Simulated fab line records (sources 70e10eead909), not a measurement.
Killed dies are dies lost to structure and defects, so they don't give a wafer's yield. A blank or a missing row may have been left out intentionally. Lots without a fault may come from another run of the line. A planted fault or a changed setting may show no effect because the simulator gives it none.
Matching of chambers :: flow nand-harc :: NHARC_A_STAIRCASE_TRIM_20 on rie-diel-08 has 4 sister chambers
The step chemistry O2, time 211.2 s. 4 wafers are shown with their chamber, then 7 later ones without.

## WAFERS PAIRED WITH THEIR CHAMBERS
wafer: L088.5
chamber: 2
drypump-motor-current-A (A): 6.3

wafer: L088.6
chamber: 3
drypump-motor-current-A (A): 5.1

wafer: L089.2
chamber: 0
drypump-motor-current-A (A): 6.0

wafer: L089.4
chamber: 1
drypump-motor-current-A (A): 5.5

## WAFERS WHOSE CHAMBER IS MISSING
wafer: L089.5
drypump-motor-current-A (A): 5.1

wafer: L091.2
drypump-motor-current-A (A): 5.5

wafer: L091.3
drypump-motor-current-A (A): 6.1

wafer: L091.4
drypump-motor-current-A (A): 5.1

wafer: L095.1
drypump-motor-current-A (A): 5.1

wafer: L095.2
drypump-motor-current-A (A): 5.5

wafer: L095.6
drypump-motor-current-A (A): 6.1

## THE CHAMBER EACH PASSED THROUGH
wafer: L089.5
from the rows above: 3
in truth: 3

wafer: L091.2
from the rows above: 1
in truth: 1

wafer: L091.3
from the rows above: can't be placed: 0 or 2
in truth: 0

wafer: L091.4
from the rows above: 3
in truth: 3

wafer: L095.1
from the rows above: 3
in truth: 3

wafer: L095.2
from the rows above: 1
in truth: 1

wafer: L095.6
from the rows above: can't be placed: 0 or 2
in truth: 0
Placed correctly: 5 of 7. These rows do not allow placing 2 (true chamber among the candidates in 2). Number placed wrongly: 0.
How it was worked out, from the rows above alone: a wafer's distance from a chamber is the root of the sum, over the readings, of the square of ((its reading less the chamber's mean) divided by the reading's scatter). The wafer belongs to the nearest chamber; if the next one is less than 2 further off, it can't be placed. Each chamber's mean is taken over the wafers shown for it. The scatter (one wafer shown for each chamber): square how far every hidden wafer sits from the nearest shown wafer, average those squares and take the square root.
